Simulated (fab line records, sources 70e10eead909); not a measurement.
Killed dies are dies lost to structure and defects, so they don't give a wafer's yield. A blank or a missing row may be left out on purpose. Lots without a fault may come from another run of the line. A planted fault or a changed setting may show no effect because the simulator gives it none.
A struck lot beside a sound one | flow nand_harc | 15 steps out of a route of 1159
Sound: wafers L371.1, L371.4, L371.5. Struck: wafers L366.3, L366.4, L366.6. The cause comes at the end.
At each step with rows: each side's tool, then ch and its chambers, then its first start. Under that, the readings that differ: sound wafers | struck wafers | difference of the means | sigmas: that difference in standard deviations of wafers without a fault.
alike: readings whose means differ by less than 2 such deviations, and words and numbers that are the same on both sides. not compared: withheld readings, readings that some wafer has no value for, bounds like >300 that may hide the same value, and numbers for which the record gives no deviation and whose values overlap.
The two part at a step that has a row with sigmas, a row that says differs or no value, or rows on one side only. Numbers that don't overlap but have no deviation are shown without sigmas and don't part them. A reading that every wafer of one side lacks parts them only if that side has two wafers or more.

first, 8 steps without rows for these wafers: NHARC_A_BLC_COAT_02 (time 75 s); NHARC_A_BLC_COAT_03 (time 65 s); NHARC_A_BLC_COAT_04 (resist thk 90 nm); NHARC_A_BLC_SOFTBAKE_05 (time 55 s); NHARC_A_BLC_EBR_06; NHARC_A_BLC_EXPOSE_07 (exposes mask A BLC, target cd 100 nm); NHARC_A_BLC_PEB_08 (peb time 65 s); NHARC_A_BLC_DEVELOP_09 (develop time 35 s).
NHARC_A_BLC_CD_MEAS_10: target cd 100 nm.
  sound on cd_sem-01 ch 0, day 21 02:35; struck on cd_sem-02 ch 0, day 19 16:59
  alike: cd_nm
NHARC_A_BLC_OVL_MEAS_11:
  sound on overlay-01, day 21 02:40; struck on overlay-01, day 19 17:04
  reading           | sound          | struck      | difference | sigmas
  overlay_y_nm (nm) | -2.0 -1.9 -2.0 | 0.2 0.3 0.3 | +2.2       | +2
  alike: overlay_x_nm
NHARC_A_BLC_INSPECT_12:
  sound on defect_inspect-01, day 21 02:42; struck on defect_inspect-01, day 19 17:07
  alike: raw_defect_count
NHARC_A_BLC_DESCUM_15: chemistry O2, time 3 s.
  sound on rie_diel-09 ch 1,3, day 21 02:46; struck on rie_diel-09 ch 0,2,3, day 19 17:10
  alike: drypump_motor_current_A, oes_product_au, rf_vpp_V, showerhead_plenum_p_Torr, throttle_valve_pct
  not compared: rf_hours_counter_h
NHARC_A_BLC_ETCH_16: etches the open film in CF4, target depth 39 nm, time 65 s.
  sound on rie_diel-09 ch 0,1,3, day 21 02:51; struck on rie_diel-09 ch 0,2,3, day 19 17:15
  no value came back on the struck wafers for any of 7 readings (bias_w (W), cf4_flow_sccm (sccm) and others); on the sound wafers bias_w (W) reads 100.1 100.0 100.2
  not compared: rf_hours_counter_h
NHARC_A_BLC_ETCH_17: etches the open film in N2/H2, target depth 390 nm, time 609.38 s.
  sound on rie_diel-09 ch 0,1,3; struck on rie_diel-09 ch 0,2,3, day 19 17:23
  alike: bias_w, chamber_pressure_mTorr, drypump_motor_current_A, oes_product_au, rf_vpp_V, showerhead_plenum_p_Torr, throttle_valve_pct
  not compared: rf_hours_counter_h
NHARC_END_SORT_01:
  sound on prober-01 ch 0, day 23 03:47; struck on prober-02 ch 0, day 21 12:02
  reading         | sound    | struck      | difference | sigmas
  killed_at_array | 30 18 33 | 674 674 673 | +647       | +59
  killed_dies     | 30 21 33 | 677 677 677 | +649       | +59
  alike: killed_at_other, killed_at_periphery, killed_open, killed_short

WHERE THEY PART
First at NHARC_A_BLC_OVL_MEAS_11; last, within this record, at NHARC_END_SORT_01.

WHY: what the simulator had put in
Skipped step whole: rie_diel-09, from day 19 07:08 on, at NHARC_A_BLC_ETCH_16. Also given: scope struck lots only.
